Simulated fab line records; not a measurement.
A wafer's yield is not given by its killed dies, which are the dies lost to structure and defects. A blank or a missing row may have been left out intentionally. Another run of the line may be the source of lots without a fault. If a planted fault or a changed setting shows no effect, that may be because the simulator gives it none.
Matching of chambers -- flow n5 finfet -- N5_BEOL_M5_PECVD_70 on pecvd-02 has 3 sister chambers
The step deposits SiO2 from TEOS/O2, target thk 16 nm, time 18 s. 18 wafers are shown with their chamber, then 9 later ones without.

## WAFERS, EACH WITH ITS CHAMBER
wafer,chamber,throttle valve pct (%),heater power w (W),showerhead plenum p Torr (Torr)
L078.2,2,19.9,880,8.77
L078.3,1,22.9,709,8.79
L078.6,0,22.2,522,8.86
L080.4,0,22.3,566,8.87
L080.5,2,19.8,799,8.77
L080.6,1,23.0,682,8.80
L082.1,0,22.2,524,8.86
L082.2,1,23.0,688,8.80
L082.6,1,23.1,693,8.79
L083.2,1,23.2,584,8.78
L083.4,0,22.4,625,8.87
L083.6,2,19.6,870,8.77
L085.1,1,23.5,701,8.81
L085.5,2,19.6,857,8.78
L085.6,1,23.0,669,8.80
L086.1,2,19.9,821,8.81
L086.2,0,22.5,586,8.85
L086.4,1,23.1,692,8.81

SIGNATURES (averages over the wafers above)
reading,chamber 0,chamber 1,chamber 2,scatter within a chamber
throttle valve pct,22.320,23.100,19.760,0.163
heater power w,564.60,677.25,845.40,39.3
showerhead plenum p Torr,8.8620,8.7975,8.7800,0.0122
Rule: for each reading, subtract the chamber's mean from the wafer's reading, divide by that reading's scatter and square the result; add these up over the readings and take the root, which gives the wafer's distance from the chamber. If the next closest chamber is less than 2 further off than the closest, the wafer can't be placed; otherwise it belongs to the closest. The scatter is the square root of a quotient: the sum, over the shown wafers, of each reading's squared deviation from its chamber's mean, divided by wafers minus chambers.

## WAFERS WITH NO CHAMBER GIVEN
wafer,throttle valve pct (%),heater power w (W),showerhead plenum p Torr (Torr)
L089.1,22.3,536,8.86
L089.3,19.8,917,8.77
L089.4,20.3,902,8.78
L091.1,22.3,497,8.86
L091.4,22.3,497,8.89
L091.5,20.1,785,8.78
L097.1,23.0,585,8.81
L097.2,22.3,589,8.90
L097.3,19.9,859,8.79

## EACH ONE'S CHAMBER
wafer,from the rows above,in truth
L089.1,0,0
L089.3,2,2
L089.4,2,2
L091.1,0,0
L091.4,0,0
L091.5,2,2
L097.1,1,1
L097.2,0,0
L097.3,2,2
Correct placement for 9 of the 9. Not placeable from these rows: 0. Wrongly placed: 0.
